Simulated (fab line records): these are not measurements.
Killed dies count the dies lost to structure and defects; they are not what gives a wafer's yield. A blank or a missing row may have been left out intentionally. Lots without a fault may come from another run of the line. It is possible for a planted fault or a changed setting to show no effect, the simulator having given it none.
Matching of chambers | flow nandHarc | NHARC_P_CONTACT_CMP_24 on cmp-03 has 4 sister chambers
The step polishes, t overpolish 30 s, target thk 200 nm. 4 wafers are shown with their chamber, then 7 later ones without.

WAFERS WITH THEIR CHAMBER
wafer  | chamber | timeToEndpointS (s)
L084.4 | 2       | 39.5
L085.1 | 3       | 38.3
L088.1 | 1       | 48.4
L088.3 | 0       | 39.1

WAFERS MISSING THEIR CHAMBER
wafer  | timeToEndpointS (s)
L088.4 | 40.4
L092.1 | 39.9
L092.4 | 46.1
L092.6 | 39.8
L094.3 | 42.5
L094.4 | 39.7
L094.5 | 32.0

CHAMBER TAKEN BY EACH
wafer  | from the rows above               | in truth
L088.4 | can't be placed: 2 or 0 or 3      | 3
L092.1 | can't be placed: 2 or 0 or 3      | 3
L092.4 | can't be placed: 1 or 2 or 0 or 3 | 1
L092.6 | can't be placed: 2 or 0 or 3      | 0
L094.3 | can't be placed: 2 or 0 or 3 or 1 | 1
L094.4 | can't be placed: 2 or 0 or 3      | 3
L094.5 | can't be placed: 3 or 0 or 2      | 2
Correct placement for 0 of the 7. Not placeable from these rows: 7 (in 7, the candidates include the true chamber). Number placed wrongly: 0.
How it was worked out, from the rows above alone: a wafer's distance from a chamber is the root of the sum, over the readings, of the square of ((its reading less the chamber's mean) divided by the reading's scatter). If the next closest chamber is less than 2 further off than the closest, the wafer can't be placed; otherwise it belongs to the closest. For every chamber, the mean is computed from those of its wafers that are shown. The scatter: root of mean squared gap, hidden wafer to nearest shown wafer, with one shown wafer a chamber.
